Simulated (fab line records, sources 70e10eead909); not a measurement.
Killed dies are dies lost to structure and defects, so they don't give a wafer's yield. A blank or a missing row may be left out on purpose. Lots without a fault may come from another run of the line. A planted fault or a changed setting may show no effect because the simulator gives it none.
Which tool did it? | flow nand_harc | 12 lots, 36 wafers sampled, at 4 steps of a route of 1159

WHAT THE GAUGES READ, wafer by wafer
NHARC_A_ZERO_WELL_INSPECT_17.
lot  | measured     | on                | raw_defect_count
L075 | day 7 00:13  | defect_inspect-01 | 4 2 7
L077 | day 7 02:23  | defect_inspect-02 | 8 3 3
L079 | day 8 00:40  | defect_inspect-02 | 9 11 6
L081 | day 8 15:14  | defect_inspect-02 | 14 12 15
L083 | day 8 22:21  | defect_inspect-01 | 14 3 12
L087 | day 9 17:57  | defect_inspect-01 | 5 10 10
L088 | day 9 21:55  | defect_inspect-01 | 7 5 10
L090 | day 10 16:49 | defect_inspect-01 | 13 6 24
L091 | day 11 00:22 | defect_inspect-01 | 7 4 1
L093 | day 11 01:55 | defect_inspect-01 | 3 7 5
L095 | day 11 16:20 | defect_inspect-01 | 3 2 6
L096 | day 12 00:31 | defect_inspect-01 | 14 5 9

WHICH TOOL RAN EACH LOT (tool, then ch and the chambers of the sampled wafers, then the start)
lot  | NHARC_P_M2_DEGAS_29          | NHARC_P_BONDPAD_ETCH_24                       | NHARC_P_BONDPAD_ACTIVATE_29
L075 | pvd_sputter-03, day 6 15:23  | rie_diel-06 ch 0,1, day 6 21:29 or earlier    | rie_diel-06 ch 2,3, day 6 21:29
L077 | pvd_sputter-02, day 6 17:11  | rie_diel-05 ch 0,2, day 6 23:39 or earlier    | rie_diel-06 ch 0,3, day 6 23:39
L079 | pvd_sputter-02, day 7 15:37  | rie_diel-06 ch 0,2, day 7 19:48               | rie_diel-06 ch 1,2, day 7 21:56
L081 | pvd_sputter-01, day 8 06:29  | rie_diel-06 ch 0,2, day 8 12:34 or earlier    | rie_diel-06 ch 1,2,3, day 8 12:34
L083 | pvd_sputter-02, day 8 13:12  | rie_diel-06 ch 1,2,3, day 8 19:40 or earlier  | rie_diel-06 ch 0,2,3, day 8 19:40
L087 | pvd_sputter-01, day 9 09:13  | rie_diel-05 ch 1,3, day 9 15:20 or earlier    | rie_diel-05 ch 1,2,3, day 9 15:20
L088 | pvd_sputter-01, day 9 12:53  | rie_diel-06 ch 1,2,3, day 9 19:18 or earlier  | rie_diel-06 ch 0,2,3, day 9 19:18
L090 | pvd_sputter-03, day 10 07:52 | rie_diel-10 ch 0,1, day 10 14:13 or earlier   | rie_diel-06 ch 1,2,3, day 10 14:13
L091 | pvd_sputter-01, day 10 15:23 | rie_diel-05 ch 1,2,3, day 10 21:38 or earlier | rie_diel-06 ch 0,1,3, day 10 21:38
L093 | pvd_sputter-03, day 10 16:58 | rie_diel-05 ch 0,3, day 10 23:12 or earlier   | rie_diel-06 ch 1,2, day 10 23:12
L095 | pvd_sputter-02, day 11 07:20 | rie_diel-05 ch 0,1, day 11 13:31 or earlier   | rie_diel-06 ch 0,1,2, day 11 13:31
L096 | pvd_sputter-03, day 11 15:08 | rie_diel-06 ch 1,2,3, day 11 21:44 or earlier | rie_diel-06 ch 0,2,3, day 11 21:44
- NHARC_P_M2_DEGAS_29: time 60 s.
- NHARC_P_BONDPAD_ETCH_24: etches the open film in CF4/N2, target depth 30 nm, time 72.99 s.
- NHARC_P_BONDPAD_ACTIVATE_29: chemistry N2, time 60 s.

THE ANSWER, worked out from the rows above alone
Rule: what is usual is taken from the lots themselves. Put in order of their means at a reading, lots are off if they are a third of the lots or fewer, leave a main group of 4 or more, and stand apart from it by a gap of 3 or more times the standard deviation of the main group's means; of several such gaps the widest counts. A main group whose means are all the same, to the digits that the tables above print for the reading, isn't used. A lot without any number at a reading at which 4 lots or more have one is off too. The other lots that the step has rows for count as sound.
No lot is off at any reading shown: from this, nothing can be told.

WHAT THE SIMULATOR HAD PUT IN
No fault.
